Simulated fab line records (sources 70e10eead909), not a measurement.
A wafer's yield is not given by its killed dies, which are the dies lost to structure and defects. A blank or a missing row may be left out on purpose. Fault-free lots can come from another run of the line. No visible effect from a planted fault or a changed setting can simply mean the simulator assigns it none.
Chamber matching	flow nand-harc	rie-diel-06 running NHARC_A_CHANNEL_FILL_D1_ETCHBACK_20: 4 sister chambers
The step etches the open film in C4F8/O2/Ar, target depth 27 nm, time 13.5 s. 24 wafers are shown with their chamber, then 12 later ones without.

## EACH WAFER AND ITS CHAMBER
wafer	chamber	rf-vpp-V (V)	rf-fwd-power-W (W)	oes-product-au (a.u.)
L074.1	2	989	588.9	0.93
L074.3	3	981	582.3	0.93
L074.6	3	981	585.6	0.92
L077.3	1	982	587.3	0.92
L077.4	3	980	585.0	0.94
L077.6	1	981	590.6	0.91
L075.2	1	981	589.7	0.91
L075.3	0	980	584.5	0.92
L075.5	3	983	585.6	0.93
L079.2	3	982	584.3	0.93
L079.3	1	982	589.7	0.93
L079.4	2	989	584.0	0.92
L087.2	2	988	586.9	1.00
L087.3	0	979	584.4	0.99
L087.5	2	988	585.3	0.99
L086.1	2	989	583.3	1.00
L086.3	3	979	585.1	0.99
L086.6	0	979	585.9	0.99
L090.2	1	982	590.0	0.98
L090.5	1	982	588.0	0.99
L090.6	0	980	590.3	0.99
L089.1	3	980	587.1	0.99
L089.3	0	979	586.4	1.00
L089.6	1	983	586.0	0.98

SIGNATURES (means of the wafers above)
reading	chamber 0	chamber 1	chamber 2	chamber 3	scatter within a chamber
rf-vpp-V	979.40	981.86	988.60	980.86	0.898
rf-fwd-power-W	586.300	588.757	585.680	585.000	1.92
oes-product-au	0.9780	0.9457	0.9680	0.9471	0.0344
Rule: a wafer lies at a distance from a chamber equal to the root of the sum of squares, over the readings, of (its reading less the chamber's mean, divided by the reading's scatter). The wafer belongs to the nearest chamber; if the next one is less than 2 further off, it can't be placed. The scatter: take each reading less its chamber's mean, square it, sum over the shown wafers, divide by the number of wafers less the number of chambers, and take the root.

## WAFERS WITH NO CHAMBER GIVEN
wafer	rf-vpp-V (V)	rf-fwd-power-W (W)	oes-product-au (a.u.)
L093.1	980	587.0	0.99
L093.5	987	586.9	1.00
L093.6	981	590.3	0.97
L095.1	980	587.4	0.99
L095.3	979	587.8	1.00
L095.4	981	589.8	0.98
L097.2	989	589.8	0.93
L097.4	981	588.0	0.93
L097.5	980	588.0	0.91
L096.2	980	584.5	0.99
L096.5	981	584.9	1.00
L096.6	981	586.3	0.99

## THE CHAMBER EACH PASSED THROUGH
wafer	from the rows above	in truth
L093.1	can't be placed: 0 or 3 or 1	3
L093.5	2	2
L093.6	can't be placed: 1 or 0 or 3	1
L095.1	can't be placed: 0 or 3 or 1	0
L095.3	can't be placed: 0 or 3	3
L095.4	can't be placed: 1 or 0 or 3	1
L097.2	2	2
L097.4	can't be placed: 1 or 3 or 0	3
L097.5	can't be placed: 3 or 0 or 1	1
L096.2	can't be placed: 0 or 3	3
L096.5	can't be placed: 3 or 0 or 1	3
L096.6	can't be placed: 3 or 0 or 1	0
2 of 12 placed correctly. These rows do not allow placing 10 (true chamber among the candidates in 10). 0 placed wrongly.
